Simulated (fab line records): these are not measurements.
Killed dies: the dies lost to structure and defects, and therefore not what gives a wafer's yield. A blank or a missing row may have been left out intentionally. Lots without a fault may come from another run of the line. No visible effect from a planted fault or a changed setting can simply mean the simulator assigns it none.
fab line records	flow n5Finfet
record: lots: 7	wafers: 39
route steps=1938 shown ZERO_LAYER@16 FIN_SAQP@130 SD_EPI_N@288 SD_EPI_P@321 BEOL_M0_SAQP@640 BEOL_M2@879
startH: start of the lot's first displayed wafer, in hours after the record's first day	waitH: hours elapsed since this lot's preceding step	" the same as in the row above	L1.1+2: one row covering several wafers at once	- no value, or no start was given	* or withheld: withheld	< > ~ a bound
route shown NAME@n: a module of which the file shows steps, and the number in the route of the first	usual: mean/standard deviation taken from wafers without a fault	same: alike in all rows	chamber/n: place in a boat	sites: readings site by site	_std_site: their standard deviation	_edge_site: mean of outer sites minus mean of inner sites	radiusMm: how far each site lies from the wafer's centre	mask NAME#n: copy n	behind: tool/chamber where the wafer was last shaped	hold: reason for holding the lot/hours on hold/outcome of the hold	device: transistor that didn't switch, given as n, p or np	end of line: the same wafers' tests at the end of the route	step lacking rows: just its recipe	killed: at the first sort, the dies lost to defects and structure; wafer yield is something else	map: the dies of a wafer, with x for killed, . for not killed, _ for no die there
set.NAME: the setting that was run; set.NAME@STEP: the one run at that earlier step	model.NAME: the simulator's own value behind a step, which no gauge read
one table per step and one row per wafer, for lots whose settings were changed on purpose
== steps ==
step: N5_ZERO_LAYER_ETCH_18
recipe: chemistry: HBr/Cl2	target: Si	targetDepthA: 1200	timeS: 40	pressureMtorr: 10	icpW: 800	biasW: 75	HBr_flow_sccm: 150	Cl2_flow_sccm: 80
lot.wafer	tool	chamber	startH	waitH	set.targetDepthA	model.etch.depthNm	model.ZERO_LAYER.featureDepthNm	model.coat_of_ZERO_LAYER_COAT_05.thkNm
L074.1	rieSi-01	0	13.35	0.0	1895	189.5	189.5	905.4
L074.2	"	1	"	"	1895	191.7	191.7	906
L074.3	"	2	"	"	1200	119.9	119.9	926.2
L074.4	"	3	"	"	1200	119.8	119.8	930.5
L074.5	"	0	"	"	1200	119.9	119.9	928.8
L074.6	"	3	"	"	1895	189.9	189.9	908.3
L075.1	rieSi-01	1	18.83	0.0	1200	120	120	930.9
L075.2	"	3	"	"	1200	117.8	117.8	933.7
L075.3	"	0	"	"	1200	120.4	120.4	929.5
L075.4	"	2	"	"	1200	117.6	117.6	929.9
L075.5	"	1	"	"	1200	118.9	118.9	926.6
L075.6	"	2	"	"	1200	118.4	118.4	933.3
L080.1	rieSi-05	2	48.79	0.0	1200	118	118	933.6
L080.2	"	1	"	"	1200	120.3	120.3	932
L080.3	"	3	"	"	1200	122.6	122.6	933.6
L080.4	"	0	"	"	1200	123	123	931.1
L080.5	"	1	"	"	1200	119.8	119.8	932.9
L080.6	"	0	"	"	1200	122.3	122.3	932.5
L081.2	rieSi-01	2	54.94	0.0	1200	118.3	118.3	932.4
L081.5	"	0	"	"	1200	120	120	929
L081.6	"	1	"	"	1200	119.6	119.6	930.9
L083.1	rieSi-04	0	66.79	0.0	1200	118.2	118.2	932.9
L083.2	"	1	"	"	1200	121	121	932.3
L083.3	"	2	"	"	1200	116.7	116.7	929.9
L083.4	"	3	"	"	1200	119.2	119.2	930.2
L083.5	"	0	"	"	1200	117.7	117.7	931.1
L083.6	"	3	"	"	1200	118.8	118.8	929.8
L086.1	rieSi-01	2	84.91	0.0	660.6	66.34	66.34	947.7
L086.2	"	1	"	"	1200	122.7	122.7	927.6
L086.3	"	3	"	"	1200	118.4	118.4	927.4
L086.4	"	0	"	"	1200	122	122	927.8
L086.5	"	3	"	"	660.6	65.2	65.2	947.9
L086.6	"	0	"	"	660.6	67.67	67.67	942.9
L091.1	rieSi-04	0	114.79	0.0	1200	119.7	119.7	931.7
L091.2	"	1	"	"	588	58.38	58.38	955.8
L091.3	"	3	"	"	588	58.58	58.58	949.8
L091.4	"	2	"	"	588	56.84	56.84	952.3
L091.5	"	1	"	"	1200	119.9	119.9	934.4
L091.6	"	0	"	"	1200	119.7	119.7	934.3
step: N5_ZERO_LAYER_STRIP_24
recipe: chemistry: O2	powerW: 1000	tempC: 250	overashFraction: 0.3	pressureMtorr: 1000	o2FlowSccm: 6750
usual: stripTimeToEndpointS: 43.84/0.089
lot.wafer	tool	chamber	startH	waitH	set.targetDepthA@ZERO_LAYER_ETCH_18	stripTimeToEndpointS
L074.1	plasmaAsher-02	0	13.45	0.1	1895	43.10
L074.2	"	1	"	"	1895	43.11
L074.3	"	0	"	"	1200	43.73
L074.4	"	1	"	"	1200	43.84
L074.5	"	0	"	"	1200	43.80
L074.6	"	1	"	"	1895	43.18
L075.1	plasmaAsher-01	0	18.93	0.1	1200	43.85
L075.2	"	1	"	"	1200	43.95
L075.3	"	0	"	"	1200	43.82
L075.4	"	1	"	"	1200	43.83
L075.5	"	0	"	"	1200	43.74
L075.6	"	1	"	"	1200	43.94
L080.1	plasmaAsher-02	0	48.89	0.1	1200	43.95
L080.2	"	1	"	"	1200	43.90
L080.3	"	1	"	"	1200	43.95
L080.4	"	0	"	"	1200	43.86
L080.5	"	0	"	"	1200	43.93
L080.6	"	1	"	"	1200	43.91
L081.2	plasmaAsher-02	0	55.04	0.1	1200	43.90
L081.5	"	1	"	"	1200	43.80
L081.6	"	0	"	"	1200	43.86
L083.1	plasmaAsher-01	0	66.89	0.1	1200	43.92
L083.2	"	1	"	"	1200	43.93
L083.3	"	0	"	"	1200	43.82
L083.4	"	1	"	"	1200	43.85
L083.5	"	1	"	"	1200	43.87
L083.6	"	0	"	"	1200	43.83
L086.1	plasmaAsher-01	1	85.02	0.1	660.6	44.39
L086.2	"	0	"	"	1200	43.78
L086.3	"	1	"	"	1200	43.78
L086.4	"	0	"	"	1200	43.74
L086.5	"	0	"	"	660.6	44.38
L086.6	"	1	"	"	660.6	44.23
L091.1	plasmaAsher-02	1	114.89	0.1	1200	43.89
L091.2	"	0	"	"	588	44.61
L091.3	"	1	"	"	588	44.43
L091.4	"	0	"	"	588	44.52
L091.5	"	1	"	"	1200	43.97
L091.6	"	0	"	"	1200	43.96
step: N5_FIN_SAQP_ETCH_65
recipe: chemistry: CF4	target: SiO2	targetDepthA: 40	ionEnergyEv: 350	timeS: 4.4	pressureMtorr: 10	icpW: 800	biasW: 400	cf4FlowSccm: 80
lot.wafer	tool	chamber	startH	waitH	set.timeS	model.etch.depthNm
L074.1	rieSi-01	3	24.67	0.1	4.4	3.973
L074.2	"	2	"	"	4.4	4.015
L074.3	"	0	"	"	4.4	4.155
L074.4	"	0	"	"	4.4	4.095
L074.5	"	2	"	"	4.4	4.011
L074.6	"	3	"	"	4.4	3.975
L075.1	rieSi-01	3	30.01	0.1	2.269	2.024
L075.2	"	2	"	"	4.4	3.991
L075.3	"	1	"	"	2.269	2.073
L075.4	"	0	"	"	4.4	4.066
L075.5	"	3	"	"	4.4	3.929
L075.6	"	0	"	"	2.269	2.098
L080.1	rieSi-05	1	60.30	0.1	4.4	3.96
L080.2	"	2	"	"	4.4	3.945
L080.3	"	0	"	"	4.4	4.15
L080.4	"	3	"	"	4.4	4.109
L080.5	"	1	"	"	4.4	3.976
L080.6	"	0	"	"	4.4	4.159
L081.2	rieSi-01	0	67.78	0.1	4.4	4.127
L081.5	"	2	"	"	4.4	3.986
L081.6	"	3	"	"	4.4	3.969
L083.1	rieSi-05	3	78.50	0.1	6.393	5.958
L083.2	"	2	"	"	4.4	3.959
L083.3	"	1	"	"	6.393	5.828
L083.4	"	0	"	"	6.393	6.118
L083.5	"	3	"	"	4.4	4.102
L083.6	"	2	"	"	4.4	3.939
L086.1	rieSi-04	3	97.17	0.1	5.176	4.592
L086.2	"	2	"	"	4.4	3.775
L086.3	"	1	"	"	5.176	4.69
L086.4	"	0	"	"	4.4	3.928
L086.5	"	0	"	"	4.4	3.911
L086.6	"	3	"	"	5.176	4.597
L091.1	rieSi-04	0	126.54	0.1	4.4	3.954
L091.2	"	3	"	"	6.726	6.067
L091.3	"	1	"	"	6.726	6.107
L091.4	"	2	"	"	4.4	3.785
L091.5	"	0	"	"	4.4	3.983
L091.6	"	1	"	"	6.726	6.095
step: N5_SD_EPI_N_EPI_21
recipe: material: Si:P	dopant: P	tempC: 680	pressureTorr: 255	timeS: 690
lot.wafer	tool	chamber	startH	waitH	set.epiGrowthTimeS	model.Si-P_of_SD_EPI_N_EPI_21.thkNm
L074.1	epiRpcvd-01	0	52.35	0.4	690	59.4
L074.2	"	0	"	"	690	59
L074.3+4	"	0	"	"	690	59.2
L074.5	"	0	55.00	2.7	690	59.8
L074.6	"	0	"	"	690	58.8
L075.1	epiRpcvd-02	0	56.66	0.2	503.7	46
L075.2	"	0	"	"	690	58.4
L075.3+5	"	0	"	"	690	58.6
L075.4	"	0	"	"	503.7	46.6
L075.6	"	0	"	"	503.7	46.4
L080.1	epiRpcvd-02	0	85.73	0.1	690	57.8
L080.2	"	0	"	"	430.3	39.4
L080.3	"	0	"	"	430.3	39
L080.4	"	0	"	"	690	58.6
L080.5	"	0	"	"	690	58.4
L080.6	"	0	"	"	430.3	38.8
L081.2	epiRpcvd-02	0	94.79	0.4	690	60.4
L081.5+6	"	0	"	"	690	60
L083.1	epiRpcvd-01	0	103.78	0.1	690	58.8
L083.2	"	0	"	"	690	59.4
L083.3	"	0	"	"	1001	77.4
L083.4	"	0	"	"	1001	76
L083.5	"	0	"	"	690	59
L083.6	"	0	"	"	1001	76.8
L086.1	epiRpcvd-01	0	122.34	0.1	690	57.8
L086.2	"	0	"	"	690	59.2
L086.3+5	"	0	"	"	1092	81
L086.4	"	0	"	"	690	58.6
L086.6	"	0	"	"	1092	80
L091.1	epiRpcvd-01	0	151.73	0.1	690	59
L091.2+5+6	"	0	"	"	439	40.6
L091.3+4	"	0	"	"	690	59.6
step: N5_SD_EPI_N_EPI_MEAS_23
recipe: mode: xrd
usual: thkNm: 59.0/1.2
lot.wafer	tool	chamber	startH	waitH	set.epiGrowthTimeS@SD_EPI_N_EPI_21	thkNm
L074.1	filmMetro-01	-	56.36	3.4	690	59.4
L074.2	"	-	"	"	690	58.0
L074.3	"	-	"	"	690	58.7
L074.4	"	-	"	"	690	57.7
L074.5	"	-	"	"	690	58.7
L074.6	"	-	"	"	690	59.5
L075.1	filmMetro-02	-	58.94	1.9	503.7	45.3
L075.2	"	-	"	"	690	58.2
L075.3	"	-	"	"	690	59.8
L075.4	"	-	"	"	503.7	47.1
L075.5	"	-	"	"	690	59.5
L075.6	"	-	"	"	503.7	45.4
L080.1	filmMetro-01	-	87.44	1.4	690	56.6
L080.2	"	-	"	"	430.3	40.7
L080.3	"	-	"	"	430.3	37.3
L080.4	"	-	"	"	690	60.3
L080.5	"	-	"	"	690	58.3
L080.6	"	-	"	"	430.3	37.9
L081.2	filmMetro-01	-	96.23	1.2	690	59.6
L081.5	"	-	"	"	690	60.2
L081.6	"	-	"	"	690	60.3
L083.1	filmMetro-01	-	105.52	1.5	690	57.3
L083.2	"	-	"	"	690	58.7
L083.3	"	-	"	"	1001	77.1
L083.4	"	-	"	"	1001	77.1
L083.5	"	-	"	"	690	58.2
L083.6	"	-	"	"	1001	75.4
L086.1	filmMetro-02	-	124.06	1.4	690	59.1
L086.2	"	-	"	"	690	61.5
L086.3	"	-	"	"	1092	78.3
L086.4	"	-	"	"	690	58.3
L086.5	"	-	"	"	1092	79.7
L086.6	"	-	"	"	1092	79.4
L091.1	filmMetro-01	-	153.44	1.4	690	58.9
L091.2	"	-	"	"	439	41.3
L091.3	"	-	"	"	690	60.3
L091.4	"	-	"	"	690	58.0
L091.5	"	-	"	"	439	39.0
L091.6	"	-	"	"	439	40.9
step: N5_SD_EPI_N_PRECLEAN_24
recipe: chemistry: O3/DIW	timeS: 60	tempC: 22	o3Ppm: 10
step: N5_SD_EPI_N_SRD_25
recipe: timeS: 30	tempC: 23	rinseLiquid: diw	dry: ipaMarangoni
step: N5_SD_EPI_P_EPI_21
recipe: material: SiGe:B	dopant: B	tempC: 550	pressureTorr: 20	ambient: H2	timeS: 355
step: N5_SD_EPI_P_HM_STRIP_48
recipe: chemistry: H3PO4	tempC: 160	material: SiNx	target: SiNx	targetDepthA: 30	overetchFraction: 0.3
lot.wafer	tool	chamber	startH	waitH	set.epiGrowthTimeS@SD_EPI_N_EPI_21	model.Si-P_of_SD_EPI_N_EPI_21.thkNm
L074.1	wetBench-01	1	61.05	0.0	690	58.8
L074.2+6	"	6,3	"	"	690	58.2
L074.3	"	2	"	"	690	58.6
L074.4	"	4	"	"	690	58.4
L074.5	"	5	"	"	690	59.2
L075.1	wetBench-05	6	64.15	0.0	503.7	45.4
L075.2	"	7	"	"	690	57.8
L075.3+5	"	2,5	"	"	690	58
L075.4	"	3	"	"	503.7	46
L075.6	"	4	"	"	503.7	45.8
L080.1	wetBench-01	0	92.91	0.0	690	57.2
L080.2	"	1	"	"	430.3	39
L080.3	"	2	"	"	430.3	38.6
L080.4	"	4	"	"	690	58
L080.5	"	3	"	"	690	57.8
L080.6	"	7	"	"	430.3	38.4
L081.2	wetBench-05	7	101.85	0.0	690	59.8
L081.5+6	"	4,2	"	"	690	59.4
L083.1	wetBench-01	6	110.05	0.0	690	58
L083.2	"	7	"	"	690	58.8
L083.3	"	3	"	"	1001	76.4
L083.4	"	5	"	"	1001	75.2
L083.5	"	2	"	"	690	58.4
L083.6	"	4	"	"	1001	76
L086.1	wetBench-05	4	128.80	0.0	690	57
L086.2	"	0	"	"	690	58.6
L086.3	"	5	"	"	1092	80
L086.4	"	2	"	"	690	58
L086.5	"	1	"	"	1092	80.2
L086.6	"	3	"	"	1092	79
L091.1	wetBench-03	4	157.96	0.0	690	58.4
L091.2	"	3	"	"	439	40
L091.3	"	1	"	"	690	58.8
L091.4	"	7	"	"	690	59
L091.5+6	"	0,2	"	"	439	40.2
step: N5_BEOL_M0_SAQP_HM_DEP_111
recipe: material: SiO2	targetThkA: 120	tempC: 400	precursor: SiH4/N2O	pressureTorr: 0.75	rfW: 275	timeS: 7.2
lot.wafer	tool	chamber	startH	waitH	set.timeS	model.SiO2_of_BEOL_M0_SAQP_HM_DEP_111.thkNm
L074.1	pecvd-03	0	111.00	0.0	7.2	11.8
L074.2+4	"	2,1	"	"	3.008	5.2
L074.3+5	"	1,0	"	"	7.2	12
L074.6	"	2	"	"	3.008	5.4
L075.1+3+5	pecvd-02	1,2,0	114.45	0.0	7.2	12.2
L075.2	"	0	"	"	7.2	12
L075.4+6	"	2,1	"	"	7.2	12.4
L080.1	pecvd-02	0	143.33	0.0	7.2	12
L080.2	"	2	"	"	7.2	12.2
L080.3+5	"	1,0	"	"	8.639	14.6
L080.4	"	1	"	"	7.2	12.6
L080.6	"	2	"	"	8.639	14.8
L081.2	pecvd-01	0	149.45	0.0	7.2	11.8
L081.5+6	"	2,1	"	"	7.2	12
L083.1	pecvd-03	2	157.91	0.0	7.2	12.2
L083.2	"	0	"	"	10.32	17.2
L083.3	"	1	"	"	7.2	11.8
L083.4	"	2	"	"	10.32	17.4
L083.5	"	1	"	"	10.32	17.6
L083.6	"	0	"	"	7.2	12
L086.1	pecvd-02	1	179.92	0.0	7.2	12
L086.2+6	"	2	"	"	7.2	12.4
L086.3	"	0	"	"	3.012	5
L086.4	"	1	"	"	3.012	5.2
L086.5	"	0	"	"	3.012	5.4
L091.1+2+4	pecvd-02	0,1,0	205.80	0.0	7.2	12
L091.3+5+6	"	1,1,0	"	"	3.318	5.6
step: N5_BEOL_M0_SAQP_COAT_81
recipe: resist: SOC	tempC: 250	timeS: 60	spinRpm: 1500	resistThkNm: 100
step: N5_BEOL_M0_SAQP_COAT_82
recipe: resist: SiARC	tempC: 220	timeS: 60	spinRpm: 1500	resistThkNm: 30
step: N5_BEOL_M0_SAQP_ETCH_84
recipe: chemistry: N2/H2	target: SOC	targetDepthA: 1000	overetchA: 200	maskMaterial: SiARC	tempC: 40	timeS: 150	ionEnergyEv: 200	pressureMtorr: 30	sourceW: 840	biasW: 150	n2FlowSccm: 200	h2FlowSccm: 200
step: N5_BEOL_M0_SAQP_STRIP_80
recipe: chemistry: N2/H2	tempC: 40	n2FlowSccm: 200	h2FlowSccm: 200	rfFrequencyHz: 6e+07
step: N5_BEOL_M0_SAQP_HM_OPEN_112
recipe: chemistry: CHF3/O2	target: SiO2	stopOn: a-Si	targetDepthA: 120	overEtchFrac: 1.25	maskMaterial: SOC	timeS: 13.5	pressureMtorr: 30	sourceW: 650	biasW: 170	Ar_flow_sccm: 200	CHF3_flow_sccm: 50	O2_flow_sccm: 5	ionEnergyEv: 200	ends: endPoint
lot.wafer	tool	chamber	startH	waitH	set.timeS@BEOL_M0_SAQP_HM_DEP_111	model.etch.depthNm
L074.1	rieDiel-03	3	111.61	0.0	7.2	11.85
L074.2	"	1	"	"	3.008	5.177
L074.3	"	0	"	"	7.2	12
L074.4	"	2	"	"	3.008	5.163
L074.5	"	0	"	"	7.2	11.97
L074.6	"	3	"	"	3.008	5.35
L075.1	rieDiel-03	0	115.19	0.0	7.2	12.25
L075.2	"	3	"	"	7.2	12.04
L075.3	"	2	"	"	7.2	12.26
L075.4	"	1	"	"	7.2	12.49
L075.5	"	0	"	"	7.2	12.19
L075.6	"	1	"	"	7.2	12.34
L080.1	rieDiel-06	3	143.93	0.0	7.2	12.09
L080.2	"	1	"	"	7.2	12.22
L080.3	"	0	"	"	8.639	14.69
L080.4	"	2	"	"	7.2	12.5
L080.5	"	2	"	"	8.639	14.6
L080.6	"	1	"	"	8.639	14.84
L081.2	rieDiel-06	1	150.05	0.0	7.2	11.79
L081.5	"	1	"	"	7.2	12.08
L081.6	"	0	"	"	7.2	12.09
L083.1	rieDiel-03	2	158.64	0.0	7.2	12.24
L083.2	"	0	"	"	10.32	17.17
L083.3	"	1	"	"	7.2	11.84
L083.4	"	1	"	"	10.32	17.44
L083.5	"	0	"	"	10.32	17.58
L083.6	"	2	"	"	7.2	11.92
L086.1	rieDiel-06	3	180.54	0.0	7.2	11.97
L086.2	"	2	"	"	7.2	12.35
L086.3	"	0	"	"	3.012	5.027
L086.4	"	1	"	"	3.012	5.208
L086.5	"	3	"	"	3.012	5.335
L086.6	"	0	"	"	7.2	12.45
L091.1	rieDiel-02	3	206.42	0.0	7.2	12.08
L091.2	"	2	"	"	7.2	11.9
L091.3	"	1	"	"	3.318	5.675
L091.4	"	0	"	"	7.2	11.93
L091.5	"	2	"	"	3.318	5.572
L091.6	"	1	"	"	3.318	5.574
step: N5_BEOL_M2_DESCUM_33
recipe: chemistry: O2	timeS: 7	sourcePowerW: 50	biasPowerW: 20	pressureMtorr: 20	rfFrequencyHz: 2.712e+07	tempC: 40	resist: CAR-EUV	o2FlowSccm: 225
lot.wafer	tool	chamber	startH	waitH	set.timeS	model.CAR-EUV_of_BEOL_M2_COAT_22.thkNm
L074.1+2+5	rieDiel-05	0,1,0	136.60	0.0	7	26
L074.3+4+6	"	2,3,3	"	"	7	26.2
L075.1	rieDiel-04	1	139.25	0.0	7	25.8
L075.2+5	"	3,2	"	"	10.14	24.6
L075.3+4	"	2,0	"	"	7	26
L075.6	"	1	"	"	10.14	24.2
L080.1+2+3	rieDiel-05	2,3,0	166.24	0.3	7	26
L080.4+5+6	"	1,1,2	"	"	3.542	27.8
L081.2	rieDiel-01	2	172.59	0.1	7	25.8
L081.5+6	"	3,2	"	"	7	26
L083.1+3	rieDiel-05	1,2	181.58	0.0	7	26
L083.2+4+6	"	0,3,2	"	"	8.864	25.2
L083.5	"	1	"	"	7	26.2
L086.1+2+5	rieDiel-04	1,3,2	208.94	0.0	3.416	27.8
L086.3+6	"	0,3	"	"	7	26.2
L086.4	"	2	"	"	7	26
L091.1+5+6	rieDiel-01	1,0,1	239.78	0.1	5.57	26.8
L091.2+4	"	3,0	"	"	7	26.2
L091.3	"	2	"	"	7	26
step: N5_BEOL_M2_ETCH_77
recipe: chemistry: N2/H2	target: underlayer	targetDepthA: 65	maskMaterial: CAR-EUV	timeS: 5.2	ionEnergyEv: 200	pressureMtorr: 30	sourceW: 840	biasW: 150	n2FlowSccm: 200	h2FlowSccm: 200	ends: cleared
lot.wafer	tool	chamber	startH	waitH	set.timeS@BEOL_M2_DESCUM_33	model.CAR-EUV_of_BEOL_M2_COAT_22.thkNm
L074.1	rieDiel-05	0	136.64	0.0	7	20.2
L074.2+3+4+5+6	"	1,2,3,0,3	"	"	7	20.4
L075.1	rieDiel-04	1	139.28	0.0	7	20
L075.2+5	"	3,2	"	"	10.14	18.8
L075.3	"	2	"	"	7	20.4
L075.4	"	0	"	"	7	20.2
L075.6	"	1	"	"	10.14	18.4
L080.1+3	rieDiel-05	2,0	166.27	0.0	7	20.2
L080.2	"	3	"	"	7	20.4
L080.4+5+6	"	1,1,2	"	"	3.542	22
L081.2	rieDiel-01	2	172.62	0.0	7	20
L081.5	"	3	"	"	7	20.4
L081.6	"	2	"	"	7	20.2
L083.1+5	rieDiel-05	1	181.62	0.0	7	20.4
L083.2+4+6	"	0,3,2	"	"	8.864	19.4
L083.3	"	2	"	"	7	20.2
L086.1	rieDiel-04	1	208.97	0.0	3.416	22
L086.2+5	"	3,2	"	"	3.416	22.2
L086.3+4+6	"	0,2,3	"	"	7	20.4
L091.1+5+6	rieDiel-01	1,0,1	239.81	0.0	5.57	21.2
L091.2+4	"	3,0	"	"	7	20.4
L091.3	"	2	"	"	7	20.2
== key ==
split: step: N5_ZERO_LAYER_ETCH_18	setting: targetDepthA	stated: 1200	by: wafer
response: step: N5_ZERO_LAYER_ETCH_18	reading: model.etch.depthNm	change: +1.22	per: 1%	r: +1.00
response: step: N5_ZERO_LAYER_ETCH_18	reading: model.ZERO_LAYER.featureDepthNm	change: +1.22	per: 1%	r: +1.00
response: step: N5_ZERO_LAYER_ETCH_18	reading: model.coat_of_ZERO_LAYER_COAT_05.thkNm	change: -0.387	per: 1%	r: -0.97
response: step: N5_ZERO_LAYER_STRIP_24	reading: stripTimeToEndpointS	change: *	per: 1%	r: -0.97
split: step: N5_FIN_SAQP_ETCH_65	setting: timeS	stated: 4.4	by: wafer
response: step: N5_FIN_SAQP_ETCH_65	reading: model.etch.depthNm	change: +0.0415	per: 1%	r: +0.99
split: step: N5_SD_EPI_N_EPI_21	setting: epiGrowthTimeS	stated: 690	by: wafer
response: step: N5_SD_EPI_N_EPI_21	reading: model.Si-P_of_SD_EPI_N_EPI_21.thkNm	change: +0.43	per: 1%	r: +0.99
response: step: N5_SD_EPI_N_EPI_MEAS_23	reading: thkNm	change: *	per: 1%	r: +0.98
response: step: N5_SD_EPI_P_HM_STRIP_48	reading: model.Si-P_of_SD_EPI_N_EPI_21.thkNm	change: +0.425	per: 1%	r: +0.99
split: step: N5_BEOL_M0_SAQP_HM_DEP_111	setting: timeS	stated: 7.2	by: wafer
response: step: N5_BEOL_M0_SAQP_HM_DEP_111	reading: model.SiO2_of_BEOL_M0_SAQP_HM_DEP_111.thkNm	change: +0.119	per: 1%	r: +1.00
response: step: N5_BEOL_M0_SAQP_HM_OPEN_112	reading: model.etch.depthNm	change: +0.119	per: 1%	r: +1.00
split: step: N5_BEOL_M2_DESCUM_33	setting: timeS	stated: 7	by: wafer
response: step: N5_BEOL_M2_DESCUM_33	reading: model.CAR-EUV_of_BEOL_M2_COAT_22.thkNm	change: -0.0337	per: 1%	r: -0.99
response: step: N5_BEOL_M2_ETCH_77	reading: model.CAR-EUV_of_BEOL_M2_COAT_22.thkNm	change: -0.0348	per: 1%	r: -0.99
